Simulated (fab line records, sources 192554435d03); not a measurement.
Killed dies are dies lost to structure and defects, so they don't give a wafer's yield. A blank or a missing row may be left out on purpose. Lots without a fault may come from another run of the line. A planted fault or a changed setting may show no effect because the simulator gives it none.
Chamber matching | flow n5_finfet | N5_ILD0_LINER_00 on ald_sin-02: 4 sister chambers
The step material SiNx, target thk 4 nm, pulse time 1 s, purge time 2 s. 8 wafers are shown with their chamber, then 8 later ones without.

WAFERS WITH THEIR CHAMBER
wafer  | chamber | heater_power_w (W) | precursor_pulse_height_rel
L077.6 | 3       | 953                | 0.996
L079.1 | 0       | 744                | 0.992
L084.3 | 0       | 742                | 0.985
L084.4 | 3       | 915                | 0.990
L085.1 | 2       | 742                | 1.007
L085.4 | 1       | 841                | 1.019
L085.6 | 2       | 746                | 1.009
L092.1 | 1       | 851                | 0.997

WAFERS WITHOUT THEIR CHAMBER
wafer  | heater_power_w (W) | precursor_pulse_height_rel
L092.2 | 751                | 0.992
L092.4 | 921                | 1.016
L096.2 | 742                | 0.995
L096.5 | 740                | 1.032
L096.6 | 904                | 1.010
L097.1 | 802                | 1.015
L097.5 | 744                | 0.993
L097.6 | 931                | 0.998

WHICH CHAMBER EACH WENT THROUGH
wafer  | from the rows above     | in truth
L092.2 | can't be placed: 0 or 2 | 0
L092.4 | 3                       | 3
L096.2 | can't be placed: 0 or 2 | 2
L096.5 | 2                       | 2
L096.6 | can't be placed: 3 or 1 | 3
L097.1 | can't be placed: 1 or 2 | 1
L097.5 | can't be placed: 0 or 2 | 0
L097.6 | 3                       | 3
Placed correctly: 3 of 8. Can't be placed from these rows: 5 (the true chamber is among the candidates in 5). Placed wrongly: 0.
How it was worked out, from the rows above alone: a wafer's distance from a chamber is the root of the sum, over the readings, of the square of ((its reading less the chamber's mean) divided by the reading's scatter). The wafer belongs to the nearest chamber; if the next one is less than 2 further off, it can't be placed. A chamber's mean is the mean of its shown wafers. The scatter: the root of (the sum of the squares of (reading less its chamber's mean) over the shown wafers, divided by (wafers less chambers)).
